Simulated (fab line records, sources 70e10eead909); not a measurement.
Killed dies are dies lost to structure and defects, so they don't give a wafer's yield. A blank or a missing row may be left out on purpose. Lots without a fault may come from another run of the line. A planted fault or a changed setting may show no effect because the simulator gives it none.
A struck lot beside a sound one | flow nand_harc | 15 steps out of a route of 1302
Sound: wafers L461.2, L461.5, L461.6. Struck: wafers L450.3, L450.4. The cause comes at the end.
At each step with rows: each side's tool, then ch and its chambers, then its first start. Under that, the readings that differ: sound wafers | struck wafers | difference of the means | sigmas: that difference in standard deviations of wafers without a fault.
alike: readings whose means differ by less than 2 such deviations, and words and numbers that are the same on both sides. not compared: withheld readings, readings that some wafer has no value for, bounds like >300 that may hide the same value, and numbers for which the record gives no deviation and whose values overlap.
The two part at a step that has a row with sigmas, a row that says differs or no value, or rows on one side only. Numbers that don't overlap but have no deviation are shown without sigmas and don't part them. A reading that every wafer of one side lacks parts them only if that side has two wafers or more.

first, 4 steps without rows for these wafers: NHARC_P_M2_EBR_05; NHARC_P_M2_EXPOSE_06 (exposes mask P M2, target cd 170 nm); NHARC_P_M2_PEB_07 (peb time 65 s); NHARC_P_M2_DEVELOP_08 (develop time 35 s).
NHARC_P_M2_CD_MEAS_09: target cd 170 nm.
  sound on cd_sem-02 ch 0, day 13 07:44; struck on cd_sem-01 ch 0, day 8 20:19
  alike: cd_nm
NHARC_P_M2_OVL_MEAS_10: pitch 340 nm.
  sound on overlay-02, day 13 07:49; struck on overlay-02, day 8 20:24
  alike: overlay_x_nm, overlay_y_nm
NHARC_P_M2_INSPECT_11:
  sound on defect_inspect-01, day 13 07:51; struck on defect_inspect-02, day 8 20:26
  alike: raw_defect_count
NHARC_P_M2_DESCUM_14: chemistry O2, time 3 s.
  sound on rie_diel-04 ch 1,2, day 13 07:55; struck on rie_diel-01 ch 0,3, day 8 20:30
  reading      | sound          | struck    | difference | sigmas
  rf_vpp_V (V) | 57.6 57.8 57.1 | 58.5 59.8 | +1.6       | +2
  alike: drypump_motor_current_A, o2_flow_sccm, oes_product_au, showerhead_plenum_p_Torr, throttle_valve_pct
  not compared: rf_hours_counter_h
NHARC_P_M2_ETCH_35: etches the open film in N2/H2, target depth 40 nm, overetch 12 nm, time 43.94 s.
  sound on rie_diel-04 ch 0,3, day 13 08:00; struck on rie_diel-01 ch 2,3, day 8 20:35
  alike: drypump_motor_current_A, oes_product_au, rf_vpp_V, showerhead_plenum_p_Torr, throttle_valve_pct
  not compared: rf_hours_counter_h
NHARC_P_M2_ETCH_15: etches the open film in C4F8/Ar, target depth 182.5 nm, time 91.2 s.
  sound on rie_diel-04 ch 1,2,3; struck on rie_diel-01 ch 2,3
  alike: oes_product_au, rf_vpp_V
  not compared: rf_hours_counter_h
NHARC_P_M2_CD_MEAS_16:
  sound on cd_sem-03, day 13 08:13; struck on cd_sem-01, day 8 20:49
  alike: cd_nm
NHARC_P_M2_STRIP_18: strips in N2/H2.
  sound on rie_diel-05 ch 2,3, day 13 08:19; struck on rie_diel-05 ch 0,2, day 8 20:53
  alike: drypump_motor_current_A, oes_product_au, rf_vpp_V, showerhead_plenum_p_Torr, throttle_valve_pct
  not compared: rf_hours_counter_h
NHARC_P_M2_ETCH_28: etches the open film in CF4/N2, target depth 30 nm, time 72.99 s.
  sound on rie_diel-05 ch 1,2, day 13 08:32; struck on rie_diel-05 ch 0,2, day 8 21:07
  reading               | sound             | struck      | difference | sigmas
  oes_product_au (a.u.) | 1.008 1.002 0.998 | 0.830 0.832 | -0.172     | -23
  alike: drypump_motor_current_A, rf_vpp_V, showerhead_plenum_p_Torr, throttle_valve_pct
  not compared: rf_hours_counter_h
then, 1 step without rows for these wafers: NHARC_P_M2_STRIP_19 (strips in post etch residue remover, time 600 s).
-- the record jumps here: 17 days lie between the struck wafers' starts before and after (it left off in module P_M2 and takes up again in module END, whose first step shown is number 1302 of the route) --
NHARC_END_SORT_01:
  the record has rows for the struck wafers here (prober-02 ch 0, day 26 04:02) and none for the sound ones

WHERE THEY PART
First at NHARC_P_M2_DESCUM_14; last, within this record, at NHARC_END_SORT_01.

WHY: what the simulator had put in
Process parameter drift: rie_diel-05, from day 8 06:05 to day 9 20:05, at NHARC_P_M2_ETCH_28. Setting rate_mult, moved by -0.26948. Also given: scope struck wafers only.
